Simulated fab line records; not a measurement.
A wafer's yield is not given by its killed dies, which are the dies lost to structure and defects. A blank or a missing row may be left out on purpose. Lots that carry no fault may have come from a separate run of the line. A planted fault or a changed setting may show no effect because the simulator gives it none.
A struck lot beside a sound one	flow n5-finfet	14 steps out of a route of 1938
Sound: the wafers L425.1, L425.2, L425.6. Wafers L429.1, L429.4, L429.6 were the ones struck. The cause is given at the end.
Per side, at each step with rows, come the tool, then ch with its chambers, and then its first start. Under that, the readings that differ: sound wafers	struck wafers	difference of the means	sigmas: that difference in standard deviations of wafers without a fault.
alike: a reading whose means differ by less than 2 such deviations, as well as words and numbers matching on both sides. not compared: withheld readings; readings where some wafer has no value; bounds like >300 that might hide an equal value; numbers whose values overlap and for which the record gives no deviation.
The two part at a step that has a row with sigmas, a row that says differs or no value, or rows on one side only. When numbers do not overlap yet have no deviation, they are printed without sigmas and do not part them. A reading missing from all wafers of one side parts the sides only when that side holds two or more wafers.

first, 8 steps without rows for these wafers: N5_BEOL_M13_COAT_66 (time 60 s, resist thk 110 nm); N5_BEOL_M13_COAT_22 (resist thk 300 nm); N5_BEOL_M13_EBR_24; N5_BEOL_M13_SOFTBAKE_23 (time 60 s); N5_BEOL_M13_EXPOSE_25 (exposes mask M13, target cd 210 nm); N5_BEOL_M13_PEB_26 (peb time 90 s); N5_BEOL_M13_DEVELOP_27 (develop time 45 s); N5_BEOL_M13_HARDBAKE_32 (time 120 s).
N5_BEOL_M13_CD_MEAS_28 targets a cd of 209.5 nm.
  sound on cd-sem-03 ch 0, day 13 16:41; struck on cd-sem-03 ch 0, day 14 08:40
  alike: cd-nm
N5_BEOL_M13_OVL_MEAS_29:
  sound on overlay-01 ch 0, day 13 16:43; struck on overlay-02 ch 0, day 14 08:42
  alike: M13_OVL
N5_BEOL_M13_INSPECT_30: inspects for defects (macro).
  sound on defect-inspect-02 at day 13 16:45; struck on defect-inspect-01 at day 14 08:43
  alike: raw-defect-count
N5_BEOL_M13_DESCUM_33: chemistry O2, time 7.9 s.
  sound on rie-diel-04 ch 0,1,2, day 13 16:47; struck on rie-diel-04 ch 1,2, day 14 08:45
  alike: drypump-motor-current-A, o2-flow-sccm, oes-product-au, rf-vpp-V, showerhead-plenum-p-Torr, throttle-valve-pct
  not compared: rf-hours-counter-h
N5_BEOL_M13_ETCH_67: etches SiARC in CF4, target depth 143 nm, time 238.3 s.
  sound on rie-diel-04 ch 0,1,2, day 13 16:49; struck on rie-diel-04 ch 1,2, day 14 08:47
reading	sound	struck	difference	sigmas
bias-w (W)	36.21 36.03 36.06	40.99 40.87 40.98	+4.85	+49
rf-vpp-V (V)	183.9 185.0 182.4	199.1 197.8 198.0	+14.5	+13
  alike: drypump-motor-current-A, etch-rf-on-time-s, oes-product-au, showerhead-plenum-p-Torr, throttle-valve-pct
  not compared: rf-hours-counter-h
N5_BEOL_M13_ETCH_68: etches SOC in N2/H2, time 355 s.
  sound on rie-diel-04 ch 0,1,2, day 13 16:58; struck on rie-diel-04 ch 1,2, day 14 08:56
  alike: bias-w, drypump-motor-current-A, oes-product-au, rf-vpp-V, showerhead-plenum-p-Torr, throttle-valve-pct
  not compared: rf-hours-counter-h

WHERE THEY PART
Only at N5_BEOL_M13_ETCH_67, within this record. Later steps at which nothing parts them and some readings are alike: N5_BEOL_M13_ETCH_68.

WHY: what the simulator had put in
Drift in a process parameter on rie-diel-04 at N5_BEOL_M13_ETCH_67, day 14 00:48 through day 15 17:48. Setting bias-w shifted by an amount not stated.
